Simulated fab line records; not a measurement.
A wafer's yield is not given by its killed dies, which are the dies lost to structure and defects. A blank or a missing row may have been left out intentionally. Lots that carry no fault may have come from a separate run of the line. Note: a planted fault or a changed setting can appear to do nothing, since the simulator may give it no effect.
Matching of chambers -- flow n5Finfet -- 4 sister chambers for N5_BEOL_M7_STRIP_67 on rieDiel-03
The step strips in CF4. 4 wafers are shown with their chamber, then 6 later ones without.

== WAFERS WITH THEIR CHAMBER ==
wafer,chamber,drypumpMotorCurrentA (A)
L088.3,0,5.9
L088.6,3,5.9
L090.4,1,6.4
L090.5,2,5.7

== WAFERS MISSING THEIR CHAMBER ==
wafer,drypumpMotorCurrentA (A)
L090.6,5.9
L089.2,6.4
L089.5,5.6
L089.6,5.9
L092.1,5.7
L092.2,5.9

== CHAMBER TAKEN BY EACH ==
wafer,from the rows above,in truth
L090.6,can't be placed: 0 or 3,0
L089.2,1,1
L089.5,2,2
L089.6,can't be placed: 0 or 3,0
L092.1,2,2
L092.2,can't be placed: 0 or 3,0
3 of 6 placed correctly. From these rows, 3 cannot be placed; in 3 the true chamber is one of the candidates. 0 placed wrongly.
How it was worked out, from the rows above alone: a wafer's distance from a chamber is the root of the sum, over the readings, of the square of ((its reading less the chamber's mean) divided by the reading's scatter). The wafer belongs to the nearest chamber; if the next one is less than 2 further off, it can't be placed. Each chamber's mean is taken over the wafers shown for it. The scatter: with one shown wafer a chamber, the root of the mean of the squares of how far each hidden wafer lies from its nearest shown one.
